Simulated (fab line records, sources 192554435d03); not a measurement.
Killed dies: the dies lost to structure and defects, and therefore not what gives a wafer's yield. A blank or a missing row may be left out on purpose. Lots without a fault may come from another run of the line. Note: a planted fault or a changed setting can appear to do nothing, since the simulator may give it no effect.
Chamber matching    flow n5-finfet    N5_DUMMY_GATE_ETCH_37 on rie-diel-04 has 4 sister chambers
The step etches SOC in N2/H2, target depth 60 nm, overetch 30 nm. 4 wafers are shown with their chamber, then 7 later ones without.

## WAFERS WITH THEIR CHAMBER
wafer   chamber  drypump-motor-current-A (A)
L502.1  2        5.64
L509.6  0        5.59
L510.1  3        6.22
L510.2  1        6.03

## WAFERS WITHOUT THEIR CHAMBER
wafer   drypump-motor-current-A (A)
L510.5  6.00
L517.2  6.21
L517.3  6.01
L517.6  6.03
L518.1  6.22
L518.2  6.04
L518.3  5.51

## EACH ONE'S CHAMBER
wafer   from the rows above      in truth
L510.5  1                        1
L517.2  3                        3
L517.3  1                        1
L517.6  1                        1
L518.1  3                        3
L518.2  1                        1
L518.3  can't be placed: 0 or 2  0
Placed correctly: 6 of 7. Can't be placed from these rows: 1 (the true chamber is among the candidates in 1). Number placed wrongly: 0.
How it was worked out, from the rows above alone: a wafer's distance from a chamber is the root of the sum, over the readings, of the square of ((its reading less the chamber's mean) divided by the reading's scatter). The wafer belongs to the nearest chamber; if the next one is less than 2 further off, it can't be placed. Each chamber's mean is taken over the wafers shown for it. The scatter: root of mean squared gap, hidden wafer to nearest shown wafer, with one shown wafer a chamber.
